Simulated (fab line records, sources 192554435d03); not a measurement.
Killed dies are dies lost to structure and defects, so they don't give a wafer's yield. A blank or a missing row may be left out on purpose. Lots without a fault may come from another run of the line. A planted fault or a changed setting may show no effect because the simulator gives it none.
fab line records | flow n5_finfet
record lots=4 wafers=12 last_day=18
route steps=1938 shown BEOL_M13@1672 PASSIVATION@1936
lots that met no fault: from a run of the same line without faults
start_h: hours from the record's first day to the start of the lot's first wafer shown | wait_h: hours since the lot's step before | " the same as in the row above | L1.1+2: a row that stands for several wafers | - no value, or no start given | * or withheld: withheld | < > ~ a bound
route shown NAME@n: a module of which the file shows steps, and the number in the route of the first | usual: mean/standard deviation of fault-free wafers | same: alike in all rows | chamber/n: place in a boat | sites: the reading at each site | _std_site: their standard deviation | _edge_site: outer sites' mean less inner sites' | radius_mm: how far each site lies from the wafer's centre | mask NAME#n: copy n | behind: the tool/chamber that last shaped the wafer | hold: why the lot was held/for how many hours/how that ended | device: the transistor (n, p or np) that didn't switch | end of line: the same wafers' tests at the end of the route | a step without rows: its recipe alone | killed: dies lost to structure and defects at the first sort, not the wafer's yield | map: a wafer's dies, x killed, . not, _ none there
set.NAME: the setting as run; set.NAME@STEP: as run at that earlier step | model.NAME: the simulator's own value behind a step, which no gauge read
lots at some steps of the route; a table a step, a row a wafer
services: from which hour (start_h, from the record's first day; less than 0 if before it) a tool's chamber was out of use, for how many hours, and why
## steps
# step N5_BEOL_M13_DESCUM_15
# recipe chemistry=O2 time_s=7.9 source_power_w=50 bias_power_w=20 pressure_mtorr=20 rf_frequency_hz=2.712e+07 temp_c=40 o2_flow_sccm=225
# step N5_BEOL_M13_ETCH_59
# recipe chemistry=N2/H2 target=BARC target_depth_a=890 overetch_a=267 time_s=67.9 ion_energy_ev=200 pressure_mtorr=30 source_w=840 bias_w=150 n2_flow_sccm=200 h2_flow_sccm=200
# step N5_BEOL_M13_VIA_ETCH_16
# recipe chemistry=C4F8/O2/Ar target=SiOC pressure_mtorr=30 source_w=3000 bias_w=700 Ar_flow_sccm=400 C4F8_flow_sccm=15 O2_flow_sccm=8 he_inner_torr=15 he_outer_torr=30 target_depth_a=9217 time_s=withheld ion_energy_ev=250 ends=cleared
# step N5_BEOL_M13_STRIP_63
# recipe chemistry=N2/H2 power_w=1000 temp_c=250 h2_frac=0.65 overash_fraction=0.3 pressure_mtorr=1000 n2_flow_sccm=1750 h2_flow_sccm=3250
# step N5_BEOL_M13_STRIP_64
# recipe chemistry=N2/H2 power_w=1000 temp_c=250 h2_frac=0.65 overash_fraction=0.3 pressure_mtorr=withheld n2_flow_sccm=1750 h2_flow_sccm=3250
# step N5_BEOL_M13_STRIP_71
# recipe chemistry=post_etch_residue_remover time_s=60 temp_c=25 remover_ph=withheld remover_water_wt_pct=withheld remover_fluoride_wt_pct=withheld
# step N5_BEOL_M13_SRD_72
# recipe time_s=30 temp_c=23 rinse_liquid=diw dry=n2_spin spin_rpm=1500 dry_time_s=30
# step N5_BEOL_M13_COAT_65
# recipe resist=SOC temp_c=250 time_s=60 spin_rpm=1500 resist_thk_nm=350
# step N5_BEOL_M13_COAT_66
# recipe resist=SiARC temp_c=220 time_s=60 spin_rpm=1500 resist_thk_nm=110
# step N5_BEOL_M13_COAT_22
# recipe spin_rpm=2888 resist_thk_nm=300
# usual spin_speed_rpm=2887.8/2.1
# columns lot.wafer tool chamber start_h wait_h spin_speed_rpm model.coat_of_BEOL_M13_COAT_22.thk_nm
L301.1 litho_track-03 0 271.82 - 3362.6 277.2
L301.4 " 0 " " 3365.7 276.6
L301.5 " 0 " " 3362.9 277.2
L302.1 litho_track-03 0 283.47 - 3372.8 278
L302.3 " 0 " " 3370.2 277.4
L302.4 " 0 " " 3368.7 278.4
L310.1 litho_track-03 0 342.47 - 2889.0 298.6
L310.3 " 0 " " 2887.3 298.4
L310.4 " 0 " " 2885.7 298.4
L316.1 litho_track-02 0 393.25 - 2886.7 300.2
L316.4 " 0 " " 2888.7 300.4
L316.6 " 0 " " 2886.7 299.6
# step N5_BEOL_M13_EBR_24
# recipe solvent=PGMEA ebr_width_mm=1.5
# step N5_BEOL_M13_SOFTBAKE_23
# recipe temp_c=130 time_s=60
# step N5_BEOL_M13_EXPOSE_25
# recipe mask_id=M13 na=0.93 source_shape=conventional sigma_outer=0.4 polarization=unpolarized target_cd_nm=210 dose_mj=22
# step N5_BEOL_M13_PEB_26
# recipe peb_temp_c=130 peb_time_s=90
# step N5_BEOL_M13_DEVELOP_27
# recipe develop_time_s=45 rinse_liquid=diw dry=air_spin dev_temp_c=21
# step N5_BEOL_M13_HARDBAKE_32
# recipe temp_c=130 time_s=120
# step N5_BEOL_M13_DESCUM_33
# recipe chemistry=O2 time_s=7.9 source_power_w=50 bias_power_w=20 pressure_mtorr=20 rf_frequency_hz=2.712e+07 temp_c=40 o2_flow_sccm=225
# step N5_BEOL_M13_ETCH_67
# recipe chemistry=CF4 target=SiARC target_depth_a=1430 time_s=238.3 ion_energy_ev=80 pressure_mtorr=40 source_w=545 bias_w=36 Ar_flow_sccm=100 cf4_flow_sccm=100 ends=cleared
# usual drypump_motor_current_A=5.6/0.42 etch_rf_on_time_s=236/5.2 oes_product_au=0.69/0.073 rf_fwd_power_W=543.5/1.8 rf_vpp_V=183.7/1.2 showerhead_plenum_p_Torr=2.10/0.073 throttle_valve_pct=15.46/0.19
# columns lot.wafer tool chamber start_h wait_h drypump_motor_current_A etch_rf_on_time_s oes_product_au rf_fwd_power_W rf_hours_counter_h rf_vpp_V showerhead_plenum_p_Torr throttle_valve_pct model.coat_of_BEOL_M13_COAT_22.thk_nm
L301.1 rie_diel-01 2 272.23 0.0 5.2 239 0.65 539.6 164 182.5 2.06 15.61 189
L301.4 " 2 " " 5.2 240 0.65 542.3 - 183.7 2.06 15.61 188.4
L301.5 " 1 " " 5.7 236 0.71 542.2 - 182.7 2.08 15.40 188.8
L302.1 rie_diel-01 2 284.01 0.0 5.2 241 0.64 544.1 168 182.0 2.06 15.62 189.4
L302.3 " 0 " " 5.0 246 0.75 539.7 34 184.9 2.10 15.23 188.8
L302.4 " 3 " " 5.6 243 0.62 545.1 186 184.9 2.22 15.56 189.8
L310.1 rie_diel-04 2 342.88 0.0 6.2 243 0.68 547.8 98 183.5 2.16 15.23 210
L310.3 " 0 " " 5.8 228 0.78 543.9 23 182.1 2.09 15.47 209.8
L310.4 " 0 " " 5.7 228 0.78 545.3 - 182.7 2.09 15.47 209.8
L316.1 rie_diel-01 2 393.92 0.0 5.2 242 0.62 542.1 201 182.3 2.05 15.66 211.4
L316.4 " 0 " " 4.9 238 0.72 539.8 67 183.7 2.09 15.32 211.6
L316.6 " 1 " " 5.8 236 0.67 545.6 - 184.2 2.07 15.46 210.6
# step N5_BEOL_M13_ETCH_68
# recipe chemistry=N2/H2 target=SOC mask_material=SiARC source_w=3000 bias_w=350 temp_c=40 time_s=355 ion_energy_ev=200 pressure_mtorr=30 n2_flow_sccm=200 h2_flow_sccm=200
# step N5_PASSIVATION_PROBE_49
# usual defect_limited_yield=91.2/1.6 killed_at_M0_to_M3=34/11 killed_at_M4_up=14/5.7 killed_at_contacts=14/6.6 killed_at_front_end=37/10 killed_at_other=4/3.2 killed_dies=104/19 killed_open=69/13 killed_short=33/8.7 sort_bin_4_leakage=0.00/0.014 sort_bin_5_function=5.1/1 sort_bin_6_memory=3.3/0.76 sort_bin_8_speed=0.00/0.016 sort_n_pass=1076/19 sort_yield_pct=91.2/1.6
# same gross_dies=1180 killed_at_back_side=0
# columns lot.wafer tool chamber start_h wait_h defect_limited_yield[%] killed_at_M0_to_M3 killed_at_M4_up killed_at_contacts killed_at_front_end killed_at_other killed_dies killed_open killed_short sort_bin_4_leakage[%] sort_bin_5_function[%] sort_bin_6_memory[%] sort_bin_8_speed[%] sort_n_pass sort_yield_pct[%]
L301.1 prober-02 - 308.69 0.0 92.8 31 16 11 23 4 85 55 29 0 3.9 3.1 0 1095 92.8
L301.4 prober-02 - 308.84 0.2 92.7 33 10 15 26 2 86 63 22 0 4.7 2.6 0 1094 92.7
L301.5 prober-02 - 308.89 0.2 93.6 27 7 17 20 4 75 52 20 0 3.9 2.3 0 1105 93.6
L302.1 prober-02 - 313.48 0.0 89.7 25 28 18 51 0 122 87 35 0 6.2 3.8 0 1058 89.7
L302.4 prober-02 - 313.63 0.2 89.2 41 25 13 46 3 128 79 48 0 6.6 3.8 0 1052 89.2
# killed by level:class
L301.1 MOL_CONTACT_COAG:geometric_particle:open=8 BEOL_M4:geometric_particle:open=8 BEOL_M0_SAQP:geometric_particle:short=7 BEOL_M0_SAQP:geometric_particle:open=6 BEOL_M1:geometric_particle:open=5 BEOL_M2:geometric_particle:open=5 STARTING-WAFER:geometric_particle:short=5 FIN_SAQP:geometric_particle:short=3
L301.4 MOL_CONTACT_COAG:geometric_particle:open=15 BEOL_M1:geometric_particle:open=9 BEOL_M0_SAQP:geometric_particle:open=6 BEOL_M2:geometric_particle:open=5 BEOL_M3:geometric_particle:open=5 STI_FIN_REVEAL:geometric_particle:short=4 GATE_CUT:geometric_particle:short=4 GATE_CUT:geometric_particle:open=4
L301.5 MOL_CONTACT_COAG:geometric_particle:open=15 DUMMY_GATE:geometric_particle:open=6 BEOL_M1:geometric_particle:open=6 BEOL_M0_SAQP:geometric_particle:short=4 BEOL_M2:geometric_particle:open=4 BEOL_M3:geometric_particle:open=4 GATE_CUT:geometric_particle:open=3 BEOL_M0_SAQP:geometric_particle:open=3
L302.1 MOL_CONTACT_COAG:geometric_particle:open=15 FIN_SAQP:geometric_particle:open=12 BEOL_M4:geometric_particle:open=12 STI_FIN_REVEAL:geometric_particle:open=9 DUMMY_GATE:geometric_particle:open=8 GATE_CUT:geometric_particle:short=8 BEOL_M0_SAQP:geometric_particle:open=6 BEOL_M1:geometric_particle:open=5
L302.4 BEOL_M4:geometric_particle:open=11 MOL_CONTACT_COAG:geometric_particle:open=11 BEOL_M0_SAQP:geometric_particle:short=11 BEOL_M3:geometric_particle:open=9 STI_FIN_REVEAL:geometric_particle:open=8 GATE_CUT:geometric_particle:short=8 DUMMY_GATE:geometric_particle:open=6 BEOL_M0_SAQP:geometric_particle:open=5
## services
# columns tool chamber start_h hours kind
rie_diel-01 0 254.85 1.3 repair
rie_diel-01 0 269.55 3.6 repair
rie_diel-04 - 288.48 2.1 repair
rie_diel-01 1 305.80 8.6 repair
litho_track-02 - 322.01 - consumable_replace:filter
rie_diel-04 3 336.67 - clean
rie_diel-04 3 336.67 - consumable_replace:focus_ring
rie_diel-04 3 336.67 - consumable_replace:showerhead
rie_diel-04 3 336.67 23.6 scheduled_down
rie_diel-04 3 336.67 23.6 vent_cycle
## key
first_sign step=N5_BEOL_M13_COAT_22 reading=spin_speed_rpm direction=up sigmas=99+ usual=* struck=*
effect none on later readings
model_effect step=N5_BEOL_M13_COAT_22 value=coat_of_BEOL_M13_COAT_22.thk_nm without=299.7 struck=277.5
model_effect step=N5_BEOL_M13_ETCH_67 value=coat_of_BEOL_M13_COAT_22.thk_nm without=211.2 struck=189
met_at N5_BEOL_M13_COAT_22
struck_wafers L301.1,L301.4,L301.5,L302.1,L302.3,L302.4
fault kind=process_parameter_drift tool=litho_track-03 chamber=- onset_h=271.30 steps=N5_BEOL_M13_COAT_22 channel=spin_rpm offset=* shape=step end_h=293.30 acts_in=* stated=*
